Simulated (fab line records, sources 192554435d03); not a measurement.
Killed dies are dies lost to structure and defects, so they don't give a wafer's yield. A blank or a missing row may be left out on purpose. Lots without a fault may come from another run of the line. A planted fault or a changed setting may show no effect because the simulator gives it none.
fab line records | flow n5_finfet
record lots=10 wafers=30 last_day=17
route steps=1938 shown BEOL_M2@844 BEOL_M4@1111 PASSIVATION@1936
lots that met no fault: from a run of the same line without faults
start_h: hours from the record's first day to the start of the lot's first wafer shown | wait_h: hours since the lot's step before | " the same as in the row above | L1.1+2: a row that stands for several wafers | - no value, or no start given | * or withheld: withheld | < > ~ a bound
route shown NAME@n: a module of which the file shows steps, and the number in the route of the first | usual: mean/standard deviation of fault-free wafers | same: alike in all rows | chamber/n: place in a boat | sites: the reading at each site | _std_site: their standard deviation | _edge_site: outer sites' mean less inner sites' | radius_mm: how far each site lies from the wafer's centre | mask NAME#n: copy n | behind: the tool/chamber that last shaped the wafer | hold: why the lot was held/for how many hours/how that ended | device: the transistor (n, p or np) that didn't switch | end of line: the same wafers' tests at the end of the route | a step without rows: its recipe alone | killed: dies lost to structure and defects at the first sort, not the wafer's yield | map: a wafer's dies, x killed, . not, _ none there
set.NAME: the setting as run; set.NAME@STEP: as run at that earlier step | model.NAME: the simulator's own value behind a step, which no gauge read
steps of the route over a sample of lots; a table a step, a row a wafer
services: from which hour (start_h, from the record's first day; less than 0 if before it) a tool's chamber was out of use, for how many hours, and why
## steps
# step N5_BEOL_M2_HM_DEP_02
# recipe material=TiN target_thk_a=200 temp_c=25 chamber_pressure_pa=0.49996
# usual chamber_pressure_pa=0.5001/0.0011 throttle_valve_pct=30.1/0.62
# columns lot.wafer tool chamber start_h wait_h chamber_pressure_pa throttle_valve_pct
L735.2 pvd_sputter-03 - 140.74 0.8 0.4983 30.4
L735.3 " - " " 0.5017 28.5
L735.4 " - " " 0.4998 30.3
L734.2 pvd_sputter-03 - 141.83 0.2 0.5004 30.7
L734.3 " - " " 0.5000 30.0
L734.5 " - " " 0.5014 30.7
L736.1 pvd_sputter-01 - 143.99 1.9 0.4990 29.5
L736.2 " - " " 0.5003 30.7
L736.5 " - " " 0.5014 30.7
L739.1 pvd_sputter-02 - 160.56 1.5 0.4989 30.1
L739.4 " - " " 0.5003 30.2
L739.5 " - " " 0.4979 29.0
L740.2 pvd_sputter-01 - 171.55 0.4 0.5005 30.7
L740.3 " - " " 0.4995 30.7
L740.6 " - " " 0.5003 30.8
L741.1 pvd_sputter-03 - 179.75 0.3 0.4995 30.7
L741.3 " - " " 0.4990 30.6
L741.6 " - " " 0.5001 30.7
L751.2 pvd_sputter-02 - 230.12 2.1 0.5013 30.5
L751.3 " - " " 0.5011 30.1
L751.6 " - " " 0.4998 30.4
L754.1 pvd_sputter-01 - 246.93 0.8 0.4986 30.0
L754.2 " - " " 0.5005 30.6
L754.4 " - " " 0.5003 30.5
L755.1 pvd_sputter-02 - 254.66 0.3 0.5004 30.3
L755.3 " - " " 0.4999 30.7
L755.6 " - " " 0.4997 30.3
L756.2 pvd_sputter-03 - 281.62 2.0 0.4994 28.8
L756.5 " - " " 0.4982 29.8
L756.6 " - " " 0.5023 30.9
# step N5_BEOL_M2_COAT_62
# recipe resist=SiARC temp_c=220 time_s=60 spin_rpm=1500 resist_thk_nm=12
# usual chill_plate_temp_C=22.98/0.11 resist_line_temp_C=23.00/0.095 spin_speed_rpm=1500.1/0.78
# columns lot.wafer tool chamber start_h wait_h chill_plate_temp_C resist_line_temp_C spin_speed_rpm
L735.2 litho_track-04 0 140.87 - 22.94 23.01 1499.5
L735.3 " 0 " " 22.96 23.09 1500.6
L735.4 " 0 " " 22.99 22.99 1501.0
L734.2 litho_track-05 0 141.96 - 23.07 23.15 1499.9
L734.3 " 0 " " 23.24 22.95 1500.6
L734.5 " 0 " " 23.17 23.09 1501.4
L736.1 litho_track-03 0 144.12 - 22.85 23.00 1499.6
L736.2 " 0 " " 23.13 22.93 1499.8
L736.5 " 0 " " 23.01 22.86 1499.8
L739.1 litho_track-03 0 160.69 - 23.10 22.98 1499.4
L739.4 " 0 " " 22.94 23.17 1501.1
L739.5 " 0 " " 23.04 23.01 1500.0
L740.2 litho_track-03 0 171.68 - 23.01 22.94 1570.6
L740.3 " 0 " " 23.08 22.88 1570.7
L740.6 " 0 " " 22.97 22.73 1571.7
L741.1 litho_track-03 0 179.89 - 22.93 23.00 1571.1
L741.3 " 0 " " 23.07 23.02 1572.4
L741.6 " 0 " " 22.97 22.98 1570.9
L751.2 litho_track-05 0 230.25 - 22.96 22.92 1500.9
L751.3 " 0 " " 23.02 23.05 1500.6
L751.6 " 0 " " 22.95 23.06 1499.7
L754.1 litho_track-03 0 247.06 - 22.84 23.03 1499.3
L754.2 " 0 " " 23.10 23.13 1500.2
L754.4 " 0 " " 22.85 23.05 1500.7
L755.1 litho_track-04 0 254.78 - 22.87 22.98 1500.3
L755.3 " 0 " " 22.83 23.02 1501.6
L755.6 " 0 " " 22.85 22.92 1501.2
L756.2 litho_track-03 0 281.75 - 22.96 23.08 1501.3
L756.5 " 0 " " 22.94 22.89 1499.6
L756.6 " 0 " " 22.82 22.82 1501.5
# step N5_BEOL_M2_CD_MEAS_11
# recipe target_cd_nm=16.79 landing_energy_ev=500 detector=se_inlens polarity=opening
# usual cd_nm=16.78/0.23
# columns lot.wafer tool chamber start_h wait_h cd_nm
L735.2 cd_sem-01 0 141.14 - 16.85
L735.3 " 0 " " 16.88
L735.4 " 0 " " 17.10
L734.2 cd_sem-02 0 142.35 - 16.32
L734.3 " 0 " " 16.33
L734.5 " 0 " " 16.71
L736.1 cd_sem-02 0 144.39 - 16.98
L736.2 " 0 " " 17.09
L736.5 " 0 " " 16.80
L739.1 cd_sem-02 0 161.08 - 17.17
L739.4 " 0 " " 17.14
L739.5 " 0 " " 16.78
L740.2 cd_sem-03 0 172.07 - 16.97
L740.3 " 0 " " 16.85
L740.6 " 0 " " 16.81
L741.1 cd_sem-03 0 180.16 - 16.99
L741.3 " 0 " " 16.80
L741.6 " 0 " " 16.85
L751.2 cd_sem-02 0 230.52 - 17.15
L751.3 " 0 " " 16.45
L751.6 " 0 " " 16.65
L754.1 cd_sem-03 0 247.33 - 16.40
L754.2 " 0 " " 16.21
L754.4 " 0 " " 16.72
L755.1 cd_sem-02 0 255.05 - 16.50
L755.3 " 0 " " 16.61
L755.6 " 0 " " 16.84
L756.2 cd_sem-02 0 282.14 - 17.38
L756.5 " 0 " " 17.06
L756.6 " 0 " " 16.81
# step N5_BEOL_M2_OVL_MEAS_12
# recipe points_per_wafer=522
# usual M2_OVL=-0.3/0.67
# columns lot.wafer tool chamber start_h wait_h M2_OVL[nm]
L735.2 overlay-01 0 141.17 0.0 1.0
L735.3 " 0 " " 0.6
L735.4 " 0 " " 1.2
L734.2 overlay-01 0 142.39 0.0 -0.8
L734.3 " 0 " " -0.3
L734.5 " 0 " " -0.4
L736.1 overlay-02 0 144.42 0.0 0.2
L736.2 " 0 " " 0.6
L736.5 " 0 " " 0.4
L739.1 overlay-02 0 161.11 0.0 0.3
L739.4 " 0 " " 0.0
L739.5 " 0 " " 0.3
L740.2 overlay-02 0 172.11 0.0 -0.6
L740.3 " 0 " " 0.3
L740.6 " 0 " " -0.8
L741.1 overlay-02 0 180.19 0.0 0.5
L741.3 " 0 " " 0.1
L741.6 " 0 " " 0.2
L751.2 overlay-01 0 230.55 0.0 -0.6
L751.3 " 0 " " -0.5
L751.6 " 0 " " -0.4
L754.1 overlay-02 0 247.36 0.0 0.4
L754.2 " 0 " " -1.3
L754.4 " 0 " " -0.6
L755.1 overlay-02 0 255.08 0.0 0.0
L755.3 " 0 " " -0.4
L755.6 " 0 " " -0.2
L756.2 overlay-02 0 282.17 0.0 -1.5
L756.5 " 0 " " -1.1
L756.6 " 0 " " -1.3
# step N5_BEOL_M4_RC_MEAS_101
# usual DIBL_N=36.5/1.7 DIBL_P=36.3/2.1 IOFF_N=0.16/0.036 IOFF_P=0.21/0.037 ION_N=676/12 ION_P=462/7.6 SS_N=71.5/0.68 SS_P=73.3/0.63 VT_N=249/3.5 VT_P=-250/3.5
# columns lot.wafer tool chamber start_h wait_h DIBL_N[mV/V] DIBL_P[mV/V] IOFF_N[nA/um] IOFF_P[nA/um] ION_N[uA/um] ION_P[uA/um] SS_N[mV/dec] SS_P[mV/dec] VT_N[mV] VT_P[mV]
L734.2 prober-01 0 176.10 0.2 36.5 36.5 0.18 0.22 682 472 71.6 73.3 248 -248
L734.3 " 0 " " 37.3 37.2 0.20 0.23 687 463 72.3 73.7 247 -250
L734.5 " 0 " " 37.0 36.9 0.19 0.22 685 466 72.0 73.5 244 -248
L736.1 prober-02 0 178.95 0.0 36.3 36.9 0.16 0.18 681 452 71.1 73.4 250 -253
L736.2 " 0 " " 37.3 38.5 0.17 0.19 682 452 71.8 72.8 253 -255
L736.5 " 0 " " 36.6 38.4 0.17 0.18 675 453 71.8 74.1 250 -256
L735.2 prober-02 0 184.13 0.2 37.9 37.5 0.20 0.24 697 470 71.8 73.1 243 -249
L735.3 " 0 " " 37.5 37.1 0.21 0.24 696 476 71.3 73.3 242 -247
L735.4 " 0 " " 36.5 36.5 0.18 0.22 685 471 71.8 72.8 245 -247
L739.1 prober-02 0 201.93 0.0 39.0 38.2 0.21 0.26 685 469 71.9 74.1 248 -247
L739.4 " 0 " " 38.7 38.2 0.20 0.27 683 470 72.0 73.8 243 -246
L739.5 " 0 " " 37.0 35.9 0.17 0.22 674 462 70.7 73.3 250 -247
L740.2 prober-02 0 206.14 0.2 37.0 35.0 0.14 0.20 672 461 71.3 72.7 253 -249
L740.3 " 0 " " 35.8 32.9 0.12 0.17 664 459 71.0 72.8 257 -251
L740.6 " 0 " " 35.7 33.9 0.13 0.19 659 460 70.6 72.7 252 -251
L741.1 prober-01 0 219.75 0.0 32.8 33.4 0.11 0.17 650 461 70.6 72.6 258 -251
L741.3 " 0 " " 34.0 34.9 0.12 0.19 660 457 70.8 72.3 252 -252
L741.6 " 0 " " 37.2 39.0 0.18 0.26 685 469 71.6 73.8 248 -244
L751.2 prober-01 0 256.84 0.2 37.6 38.6 0.18 0.22 681 467 72.4 73.6 248 -250
L751.3 " 0 " " 35.3 35.9 0.13 0.19 667 459 71.0 73.3 253 -251
L751.6 " 0 " " 39.6 40.3 0.23 0.25 682 463 72.1 74.1 244 -247
L754.1 prober-02 0 289.05 0.0 37.4 38.3 0.16 0.22 676 461 71.4 74.0 251 -249
L754.2 " 0 " " 36.9 37.2 0.16 0.21 682 461 70.6 73.2 250 -251
L754.4 " 0 " " 37.0 37.3 0.16 0.21 667 463 71.3 72.6 250 -248
L755.1 prober-01 0 293.40 0.0 35.0 34.1 0.12 0.17 665 457 71.3 72.2 252 -251
L755.3 " 0 " " 35.4 34.3 0.12 0.17 669 455 71.1 72.6 252 -255
L755.6 " 0 " " 38.7 38.4 0.18 0.23 678 464 72.1 74.3 247 -248
L756.2 prober-02 0 310.87 0.2 38.3 38.7 0.19 0.25 673 469 72.7 73.5 246 -248
L756.5 " 0 " " 36.6 36.7 0.14 0.23 654 459 71.7 73.3 253 -248
L756.6 " 0 " " 35.1 35.0 0.14 0.20 668 462 71.7 73.1 250 -249
# step N5_PASSIVATION_PROBE_49
# usual defect_limited_yield=91.4/1.5 killed_at_M0_to_M3=34/12 killed_at_M4_up=12/4.9 killed_at_contacts=13/7.2 killed_at_front_end=39/12 killed_at_other=3.7/2.9 killed_dies=101/18 killed_open=67/14 killed_short=33/7.2 sort_bin_5_function=5.1/0.97 sort_bin_6_memory=3.2/0.67 sort_n_pass=1079/17 sort_yield_pct=91.4/1.5
# same gross_dies=1180 killed_at_back_side=0 sort_bin_4_leakage[%]=0 sort_bin_8_speed[%]=0
# columns lot.wafer tool chamber start_h wait_h defect_limited_yield[%] killed_at_M0_to_M3 killed_at_M4_up killed_at_contacts killed_at_front_end killed_at_other killed_dies killed_open killed_short sort_bin_5_function[%] sort_bin_6_memory[%] sort_n_pass sort_yield_pct[%]
L741.1 prober-02 - 321.68 0.0 91.6 27 17 18 31 6 99 63 35 4.9 3.1 1081 91.6
L741.3 prober-02 - 321.78 0.1 91.4 22 12 26 41 1 102 67 34 4.9 3.2 1078 91.4
L741.6 prober-02 - 321.93 0.3 92.5 33 11 22 20 2 88 53 35 4.2 3.2 1092 92.5
# killed by level:class
L741.1 MOL_CONTACT_COAG:geometric_particle:open=16 FIN_SAQP:geometric_particle:open=10 FIN_SAQP:geometric_particle:short=8 BEOL_M0_SAQP:geometric_particle:open=7 BEOL_M4:geometric_particle:short=6 BEOL_M0_SAQP:geometric_particle:short=5 BEOL_M4:geometric_particle:open=5 DUMMY_GATE:geometric_particle:open=4
L741.3 MOL_CONTACT_COAG:geometric_particle:open=21 FIN_SAQP:geometric_particle:short=7 STI_FIN_REVEAL:geometric_particle:open=7 DUMMY_GATE:geometric_particle:open=7 FIN_SAQP:geometric_particle:open=5 MOL_CONTACT_COAG:geometric_particle:short=5 GATE_CUT:geometric_particle:short=5 BEOL_M1:geometric_particle:open=5
L741.6 MOL_CONTACT_COAG:geometric_particle:open=17 BEOL_M0_SAQP:geometric_particle:open=7 BEOL_M3:geometric_particle:open=7 FIN_SAQP:geometric_particle:open=6 MOL_CONTACT_COAG:geometric_particle:short=5 GATE_CUT:geometric_particle:short=4 BEOL_M0_SAQP:geometric_particle:short=4 BEOL_M0:geometric_particle:open=4
## services
# columns tool chamber start_h hours kind
pvd_sputter-01 - 151.43 3.4 repair
litho_track-04 - 168.40 - consumable_replace:filter
litho_track-03 - 181.99 - consumable_replace:filter
litho_track-04 - 199.28 - consumable_replace:filter
## key
first_sign step=N5_BEOL_M2_COAT_62 reading=spin_speed_rpm direction=up sigmas=92 usual=* struck=*
effect none on later readings
met_at N5_BEOL_M2_COAT_62
struck_lots L740,L741
not_acting_at N5_BEOL_M2_HM_DEP_02,N5_BEOL_M2_CD_MEAS_11,N5_BEOL_M2_OVL_MEAS_12
onset_between 160.69 171.68
fault kind=process_parameter_drift tool=litho_track-03 chamber=- onset_h=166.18 steps=N5_BEOL_M2_COAT_62 channel=spin_rpm offset=* shape=step end_h=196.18 acts_in=* stated=*
